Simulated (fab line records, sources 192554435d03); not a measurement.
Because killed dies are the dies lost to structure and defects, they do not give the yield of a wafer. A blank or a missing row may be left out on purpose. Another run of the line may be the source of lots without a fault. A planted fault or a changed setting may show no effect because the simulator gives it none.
Chamber matching	flow n5 finfet	rie diel-03 running N5_DUMMY_GATE_HM_OPEN_21: 3 sister chambers
The step chemistry CH3F/O2, target SiNx, target depth 120 nm, time 171.4 s. 18 wafers are shown with their chamber, then 6 later ones without.

## WAFERS PAIRED WITH THEIR CHAMBERS
wafer	chamber	showerhead plenum p Torr (Torr)	rf vpp V (V)	oes_f_703_au (a.u.)
L074.3	0	2.12	300	0.74
L074.5	0	2.12	299	0.74
L074.6	3	2.13	299	0.81
L077.2	0	2.12	300	0.73
L077.5	0	2.12	300	0.73
L077.6	3	2.12	299	0.79
L079.1	3	2.12	300	0.80
L079.3	2	1.95	289	0.80
L079.5	2	1.95	291	0.80
L081.2	0	2.11	300	0.73
L081.5	0	2.11	300	0.73
L081.6	3	2.12	301	0.80
L082.1	0	2.11	300	0.73
L082.2	2	1.95	291	0.79
L082.3	3	2.12	299	0.79
L083.3	3	2.12	300	0.79
L083.4	2	1.95	290	0.79
L083.5	0	2.11	299	0.73

SIGNATURES, as means of the wafers listed above
reading	chamber 0	chamber 2	chamber 3	scatter within a chamber
showerhead plenum p Torr	2.1150	1.9500	2.1217	0.00435
rf vpp V	299.75	290.25	299.67	0.711
oes_f_703_au	0.7325	0.7950	0.7967	0.00624
Rule: distance of a wafer from a chamber = root of the sum over the readings of ((wafer's reading minus chamber's mean) / reading's scatter) squared. If the next closest chamber is less than 2 further off than the closest, the wafer can't be placed; otherwise it belongs to the closest. The scatter is the square root of a quotient: the sum, over the shown wafers, of each reading's squared deviation from its chamber's mean, divided by wafers minus chambers.

## WAFERS WITH NO CHAMBER GIVEN
wafer	showerhead plenum p Torr (Torr)	rf vpp V (V)	oes_f_703_au (a.u.)
L091.2	1.95	290	0.78
L091.6	2.11	299	0.71
L094.1	2.11	299	0.77
L094.2	2.11	299	0.71
L097.1	2.11	300	0.76
L097.3	1.94	290	0.77

## CHAMBER TAKEN BY EACH
wafer	from the rows above	in truth
L091.2	2	2
L091.6	0	0
L094.1	can't be placed: 3 or 0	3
L094.2	0	0
L097.1	can't be placed: 0 or 3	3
L097.3	2	2
Placed correctly: 4 of 6. Not placeable from these rows: 2 (in 2, the candidates include the true chamber). Placed wrongly: 0.
